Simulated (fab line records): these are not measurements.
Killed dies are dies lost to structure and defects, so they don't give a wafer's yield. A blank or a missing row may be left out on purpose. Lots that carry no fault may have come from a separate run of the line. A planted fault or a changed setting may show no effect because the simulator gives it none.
A lot that was struck, set against a sound lot -- flow nandHarc -- 38 steps out of a route of 1302
Sound: the wafers L181.1, L181.2, L181.3. Struck: wafers L188.2, L188.3, L188.5. The cause comes at the end.
Each step with rows lists, per side, the tool, then ch with its chambers, then its first start. Under that, the readings that differ: sound wafers -- struck wafers -- difference of the means -- sigmas: that difference in standard deviations of wafers without a fault.
alike: words and numbers the same on both sides, and readings whose means are apart by under 2 such deviations; not compared: readings that were withheld, readings missing a value for some wafer, numbers with overlapping values and no deviation given by the record, and bounds like >300 which may hide the same value.
The two part at a step that has a row with sigmas, a row that says differs or no value, or rows on one side only. Numbers that have no deviation but don't overlap get no sigmas and don't part them. A reading that every wafer of one side lacks parts them only if that side has two wafers or more.

NHARC_A_ZERO_WELL_INSPECT_17:
  sound: defectInspect-02 at day 7 14:49; struck: defectInspect-02 at day 10 19:05
  alike: rawDefectCount
then, 3 steps without rows for these wafers: NHARC_A_SOURCE_PLATE_PRECLEAN_00 (cleans in HF-LAST, time 60 s); NHARC_A_SOURCE_PLATE_SRD_01; NHARC_A_SOURCE_PLATE_OXIDE_02 (material SiO2, target thk 10 nm, ox time 1362 s).
NHARC_A_SOURCE_PLATE_THK_MEAS_09: measures by ellipsometry.
  sound: filmMetro-02 at day 7 22:53; struck: filmMetro-01 at day 11 02:25
  alike: thkNm
then, 3 steps without rows for these wafers: NHARC_A_SOURCE_PLATE_PVD_04 (deposits WSi2, target thk 50 nm); NHARC_A_SOURCE_PLATE_CVD_03 (deposits poly-Si, target thk 200 nm, time 4000 s); NHARC_A_SOURCE_PLATE_ANNEAL_05 (time 1800 s).
NHARC_A_SOURCE_PLATE_THK_MEAS_06: measures by ellipsometry.
  sound: filmMetro-02 at day 8 11:20; struck: filmMetro-01 at day 11 19:07
  alike: thkNm
NHARC_A_SOURCE_PLATE_INSPECT_08:
  sound: defectInspect-02 at day 8 11:26; struck: defectInspect-01 at day 11 19:13
  alike: rawDefectCount
NHARC_A_ONON_D1_DEP_00: target thk 1000 nm.
  sound on pecvdOnon-03 ch 0, day 8 11:30; struck on pecvdOnon-01 ch 0, day 11 19:20
  alike: n2oFlowSccm, sih4FlowSccm
NHARC_A_ONON_D1_THK_MEAS_02: measures by ellipsometry.
  sound: filmMetro-01 at day 8 12:01; struck: filmMetro-01 at day 11 19:47
  alike: thkNm
then, 1 step without rows for these wafers: NHARC_A_ONON_D1_DEP_03 (target thk 1000 nm).
NHARC_A_ONON_D1_THK_MEAS_05: measures by ellipsometry.
  sound: filmMetro-01 at day 8 12:35; struck: filmMetro-02 at day 11 20:22
  alike: thkNm
then, 1 step without rows for these wafers: NHARC_A_ONON_D1_DEP_06 (target thk 1000 nm).
NHARC_A_ONON_D1_THK_MEAS_08: measures by ellipsometry.
  sound: filmMetro-01 at day 8 13:08; struck: filmMetro-01 at day 11 20:55
  alike: thkNm
then, 1 step without rows for these wafers: NHARC_A_ONON_D1_DEP_09 (target thk 1000 nm).
NHARC_A_ONON_D1_THK_MEAS_11: measures by ellipsometry.
  sound: filmMetro-02 at day 8 13:43; struck: filmMetro-01 at day 11 21:29
  alike: thkNm
then, 1 step without rows for these wafers: NHARC_A_ONON_D1_DEP_12 (target thk 1000 nm).
NHARC_A_ONON_D1_THK_MEAS_14: measures by ellipsometry.
  sound: filmMetro-01 at day 8 14:17; struck: filmMetro-01 at day 11 22:04
reading,sound,struck,difference,sigmas
thkNm (nm),1014 1013 1013,991 992 993,-21,-2
then, 2 steps without rows for these wafers: NHARC_A_ONON_D1_ANNEAL_15 (time 3600 s); NHARC_A_ONON_D1_DEP_16 (target thk 1000 nm).
NHARC_A_ONON_D1_THK_MEAS_18: measures by ellipsometry.
  sound: filmMetro-01 at day 8 22:13; struck: filmMetro-02 at day 12 06:20
  alike: thkNm
then, 1 step without rows for these wafers: NHARC_A_ONON_D1_DEP_19 (target thk 1000 nm).
NHARC_A_ONON_D1_THK_MEAS_21: measures by ellipsometry.
  sound: filmMetro-02 at day 8 22:47; struck: filmMetro-01 at day 12 06:53
  alike: thkNm
then, 1 step without rows for these wafers: NHARC_A_ONON_D1_DEP_22 (target thk 1000 nm).
NHARC_A_ONON_D1_THK_MEAS_24: measures by ellipsometry.
  sound: filmMetro-02 at day 8 23:22; struck: filmMetro-02 at day 12 07:29
  alike: thkNm
then, 1 step without rows for these wafers: NHARC_A_ONON_D1_DEP_25 (target thk 1000 nm).
NHARC_A_ONON_D1_THK_MEAS_27: measures by ellipsometry.
  sound: filmMetro-02 at day 8 23:56; struck: filmMetro-02 at day 12 08:03
  alike: thkNm
then, 1 step without rows for these wafers: NHARC_A_ONON_D1_DEP_28 (target thk 1000 nm).
NHARC_A_ONON_D1_THK_MEAS_30: measures by ellipsometry.
  sound: filmMetro-01 at day 9 00:29; struck: filmMetro-01 at day 12 08:38
  alike: thkNm
NHARC_A_ONON_D1_DEP_33: deposits SiO2, target thk 200 nm.
  sound on pecvd-02 ch 0,1,2, day 9 00:32; struck on pecvd-03 ch 0,2, day 12 08:41
  alike: heaterPowerW, throttleValvePct
NHARC_A_ONON_D1_THK_MEAS_34: measures by ellipsometry.
  sound: filmMetro-01 at day 9 00:57; struck: filmMetro-02 at day 12 09:06
  alike: thkNm
NHARC_A_CHANNEL_HOLE_D1_DEP_00: deposits aC, target thk 3100 nm.
  sound on aclDep-03 ch 0, day 9 03:23; struck on aclDep-02 ch 0, day 12 09:34
  alike: throttleValvePct
NHARC_A_CHANNEL_HOLE_D1_DEP_01: deposits SiON, target thk 140 nm.
  sound on pecvd-01 ch 0,1,2, day 9 05:19; struck on pecvd-01 ch 0,1,2, day 12 11:32
  alike: heaterPowerW
then, 2 steps without rows for these wafers: NHARC_A_CHANNEL_HOLE_D1_DEHYDRATE_02 (time 120 s); NHARC_A_CHANNEL_HOLE_D1_HMDS_03 (time 30 s).
-- break in the record here, with 16 days between the starts of the struck wafers on either side (left off in module A_CHANNEL_HOLE_D1, picked up again in module END, where the first step shown is number 1302 on the route) --
NHARC_END_SORT_01:
  the record has rows for the struck wafers here (prober-01 ch 0, day 28 01:23) and none for the sound ones

## WHERE THEY PART
Earliest at NHARC_A_ONON_D1_THK_MEAS_14; latest, in this record, at NHARC_END_SORT_01.

WHY: the cause the simulator had injected
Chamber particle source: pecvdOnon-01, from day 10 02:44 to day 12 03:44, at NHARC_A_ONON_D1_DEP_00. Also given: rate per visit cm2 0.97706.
